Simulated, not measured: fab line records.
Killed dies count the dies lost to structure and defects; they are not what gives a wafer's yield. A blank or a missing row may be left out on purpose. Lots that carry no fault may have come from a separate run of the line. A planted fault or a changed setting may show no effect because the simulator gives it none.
Chamber matching | flow nand-harc | rie-diel-04 running NHARC_P_ZERO_WELL_ETCH_65: 4 sister chambers
The step etches the open film in N2/H2, target depth 80 nm, overetch 24 nm, time 87.88 s. 8 wafers are shown with their chamber, then 9 later ones without.

WAFERS WITH THEIR CHAMBER
wafer  | chamber | drypump-motor-current-A (A) | rf-vpp-V (V)
L079.1 | 2       | 6.5                         | 433.6
L081.1 | 2       | 6.4                         | 432.1
L082.6 | 0       | 5.4                         | 435.1
L084.3 | 3       | 5.2                         | 429.6
L084.5 | 3       | 5.2                         | 431.6
L089.1 | 1       | 5.2                         | 429.5
L089.2 | 0       | 5.4                         | 434.1
L089.5 | 1       | 5.2                         | 430.4

WAFERS WITH NO CHAMBER GIVEN
wafer  | drypump-motor-current-A (A) | rf-vpp-V (V)
L092.1 | 6.5                         | 432.0
L092.2 | 5.4                         | 433.8
L092.4 | 5.2                         | 430.4
L094.1 | 6.4                         | 432.7
L094.3 | 5.4                         | 434.6
L094.4 | 5.2                         | 428.9
L097.1 | 5.4                         | 434.8
L097.3 | 5.2                         | 431.0
L097.5 | 6.5                         | 431.9

THE CHAMBER EACH PASSED THROUGH
wafer  | from the rows above     | in truth
L092.1 | 2                       | 2
L092.2 | 0                       | 0
L092.4 | can't be placed: 3 or 1 | 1
L094.1 | 2                       | 2
L094.3 | 0                       | 0
L094.4 | can't be placed: 1 or 3 | 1
L097.1 | 0                       | 0
L097.3 | can't be placed: 3 or 1 | 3
L097.5 | 2                       | 2
Correct placement for 6 of the 9. Unplaceable from these rows: 3, with the true chamber sitting among the candidates in 3. Number placed wrongly: 0.
How it was worked out, from the rows above alone: a wafer's distance from a chamber is the root of the sum, over the readings, of the square of ((its reading less the chamber's mean) divided by the reading's scatter). The wafer belongs to the nearest chamber; if the next one is less than 2 further off, it can't be placed. A chamber's mean is the mean of its shown wafers. The scatter is the square root of a quotient: the sum, over the shown wafers, of each reading's squared deviation from its chamber's mean, divided by wafers minus chambers.
